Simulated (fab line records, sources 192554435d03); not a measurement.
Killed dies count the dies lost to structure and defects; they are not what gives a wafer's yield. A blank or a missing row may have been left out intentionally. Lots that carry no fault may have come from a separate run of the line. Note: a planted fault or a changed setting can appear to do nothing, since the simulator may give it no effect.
Lot-split experiment    flow n5 finfet    7 lots, 21 wafers read, on a route of 1938 steps

== SPLIT DETAILS ==
At N5_BEOL_M10_COAT_64 (time 60 s, resist thk 30 nm), the setting spin rpm was moved away from the recipe's 1500 rpm on 6 of the 21 wafers read, by -11.1% to +4.8%. The other wafers ran this setting at the recipe's value.

== FROM THE SPLIT TO THE READING: what the file shows between them, 4 steps ==
- N5_BEOL_M10_COAT_22: resist thk 90 nm
- N5_BEOL_M10_EBR_24
- N5_BEOL_M10_DESCUM_33: chemistry O2, time 7.9 s
- N5_BEOL_M10_ETCH_65: etches SiARC in CF4, target depth 39 nm, time 65 s

== THE READING ==
SiARC_of_BEOL_M10_COAT_64.thk nm (the simulator's own value, which no gauge read), in nm, at N5_BEOL_M10_ETCH_66 (etches SOC in N2/H2, target depth 120 nm, overetch 24 nm, time 180 s). No usual value for it is given in the file. Across the 15 wafers here that went through the recipe, the average is 22.7 nm and the standard deviation 0.24 nm.

wafer   tool, chamber at the split  spin rpm as run, rpm  against the recipe  SiARC_of_BEOL_M10_COAT_64.thk nm, nm  against lot-mates on the recipe
L075.1  litho track-01, 0           1572                  +4.8%               21.8                                  -0.6
L075.2  litho track-01, 0           1500                  recipe              22.2                                  -
L075.3  litho track-01, 0           1500                  recipe              22.6                                  -
L076.3  litho track-02, 0           1500                  recipe              22.6                                  -
L076.5  litho track-02, 0           1500                  recipe              22.6                                  -
L076.4  litho track-02, 0           1500                  recipe              23                                    -
L087.1  litho track-02, 0           1500                  recipe              22.6                                  -
L087.5  litho track-02, 0           1500                  recipe              22.6                                  -
L087.6  litho track-02, 0           1398                  -6.8%               24                                    +1.4
L090.2  litho track-01, 0           1500                  recipe              22.4                                  -
L090.5  litho track-01, 0           1500                  recipe              22.4                                  -
L090.6  litho track-01, 0           1500                  recipe              23                                    -
L092.2  litho track-02, 0           1500                  recipe              22.8                                  -
L092.3  litho track-02, 0           1425                  -5.0%               23.8                                  +1.0
L092.6  litho track-02, 0           1425                  -5.0%               23.4                                  +0.6
L093.1  litho track-03, 0           1500                  recipe              22.6                                  -
L093.2  litho track-03, 0           1334                  -11.1%              24.8                                  +2.2
L093.6  litho track-03, 0           1334                  -11.1%              24.6                                  +2.0
L094.2  litho track-01, 0           1500                  recipe              22.8                                  -
L094.4  litho track-01, 0           1500                  recipe              23                                    -
L094.6  litho track-01, 0           1500                  recipe              23                                    -

FIT RESULTS
A straight line over all 21 wafers: SiARC_of_BEOL_M10_COAT_64.thk nm changes by -0.184 nm for each +1% of spin rpm; r = -0.96; the points scatter about the line by 0.23 nm.
The same after taking each lot's own level away (the mean of its wafers on the recipe; 21 wafers): -0.182 nm for each +1%; r = -0.97; scatter 0.19 nm.
According to that fit, moving spin rpm by its largest amount changes the reading by 2 nm.
The span of the lots' own levels, 22.40 to 22.93 nm, comes to 2.2 times the standard deviation stated above.
So the lot-to-lot level changes the slope little: the two slopes agree.
Check: with one of the wafers moved furthest among these (-11.1%) left out of the fit, the line predicts +1.95 nm for it against its lot-mates. It came out at +2.2 nm against them.

== ADDITIONAL SPLITS CARRIED BY THESE WAFERS ==
Note: prior to the reading, these wafers also went through further splits. Each is held against what the fit with the lots' levels taken away leaves over:
other split on the same wafers  wafers away from the commonest value  r with SiARC_of_BEOL_M10_COAT_64.thk nm (lot level and that fit taken away)
N5_BEOL_M10_ILD_DEP_00 time s   4                                     -0.07
N5_BEOL_M10_ETCH_62 time s      7                                     -0.27

== THE WHOLE CHAIN: every reading that the file lists as answering this split, in the file's order ==
step                 what it does                                                          reading                                                                              change (the file's fit)                r (the file's)
N5_BEOL_M10_COAT_64  time 60 s, resist thk 30 nm                                           SiARC_of_BEOL_M10_COAT_64.thk nm (the simulator's own value, which no gauge read)    -0.161 nm for each +1% of the setting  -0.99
N5_BEOL_M10_ETCH_65  etches SiARC in CF4, target depth 39 nm, time 65 s                    etch.depth nm (the simulator's own value, which no gauge read)                       -0.168 nm for each +1% of the setting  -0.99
N5_BEOL_M10_ETCH_65  etches SiARC in CF4, target depth 39 nm, time 65 s                    CAR-ArF_of_BEOL_M10_COAT_22.thk nm (the simulator's own value, which no gauge read)  +0.137 nm for each +1% of the setting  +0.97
N5_BEOL_M10_ETCH_66  etches SOC in N2/H2, target depth 120 nm, overetch 24 nm, time 180 s  SiARC_of_BEOL_M10_COAT_64.thk nm (the simulator's own value, which no gauge read)    -0.183 nm for each +1% of the setting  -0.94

== THE FILE'S OWN FIT ==
SiARC_of_BEOL_M10_COAT_64.thk nm changes by -0.183 nm for each +1% of spin rpm, r = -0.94.
